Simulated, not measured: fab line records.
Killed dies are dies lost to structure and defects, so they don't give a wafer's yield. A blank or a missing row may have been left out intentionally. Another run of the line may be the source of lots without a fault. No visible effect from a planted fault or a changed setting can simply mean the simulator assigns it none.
Which tool did it?    flow nand harc    21 wafers from 7 lots sampled at 5 of the route's 1302 steps

== WHAT THE GAUGES SHOWED, per wafer ==
NHARC_END_SORT_01.
lot   measured      on         killed at array
L512  day 28 04:38  prober-02  669 673 663

== TOOL THAT RAN EACH LOT (tool first, then ch and the chambers of the sampled wafers, then the start) ==
lot   NHARC_A_CONTACT_DEP_84         NHARC_THIN_TSV_DESCUM_14            NHARC_THIN_TSV_ANNEAL_52          NHARC_THIN_TSV_CMP_21
L505  acl dep-02 ch 0, day 22 03:58  rie diel-04 ch 0,2,3, day 23 15:38  rtp anneal-02 ch 0, day 23 19:26  cmp-02 ch 0,1,3, day 23 19:47
L508  acl dep-02 ch 0, day 23 22:43  rie diel-03 ch 0,2,3, day 25 09:53  rtp anneal-01 ch 0, day 25 13:48  cmp-02 ch 0,1,3, day 25 14:13
L509  acl dep-03 ch 0, day 24 16:02  rie diel-03 ch 0,1, day 26 05:17    rtp anneal-02 ch 0, day 26 09:04  cmp-02 ch 1,2, day 26 09:26
L512  acl dep-02 ch 0, day 26 00:09  -                                   -                                 -
L522  acl dep-02 ch 0, day 29 14:55  rie diel-03 ch 0,1,2, day 31 03:56  rtp anneal-01 ch 0, day 31 07:47  cmp-03 ch 0,1,3, day 31 08:05
L525  acl dep-02 ch 0, day 30 19:37  rie diel-11 ch 0,3, day 32 13:10    rtp anneal-02 ch 0, day 32 17:11  cmp-03 ch 1,2, day 32 17:29
L527  acl dep-01 ch 0, day 32 01:20  rie diel-04 ch 0,2,3, day 33 22:17  rtp anneal-01 ch 0, day 34 02:05  cmp-02 ch 1,3, day 34 02:23
- NHARC_A_CONTACT_DEP_84: deposits aC, target thk 2800 nm.
- NHARC_THIN_TSV_DESCUM_14: chemistry O2, time 3 s.
- NHARC_THIN_TSV_ANNEAL_52: time 90 s.
- NHARC_THIN_TSV_CMP_21: polishes, t overpolish 30 s, target thk 2000 nm.

== THE ANSWER, worked out from the rows above alone ==
Rule: the usual values come from the lots themselves. Put in order of their means at a reading, lots are off if they are a third of the lots or fewer, leave a main group of 4 or more, and stand apart from it by a gap of 3 or more times the standard deviation of the main group's means; of several such gaps the widest counts. A main group is skipped when, at the precision printed for the reading in the tables above, its means are all equal. A lot without any number at a reading at which 4 lots or more have one is off too. All remaining lots with rows at the step are treated as sound.
Across all readings shown, no lot is off: no conclusion can be drawn from this.

== WHAT WAS PUT IN BY THE SIMULATOR ==
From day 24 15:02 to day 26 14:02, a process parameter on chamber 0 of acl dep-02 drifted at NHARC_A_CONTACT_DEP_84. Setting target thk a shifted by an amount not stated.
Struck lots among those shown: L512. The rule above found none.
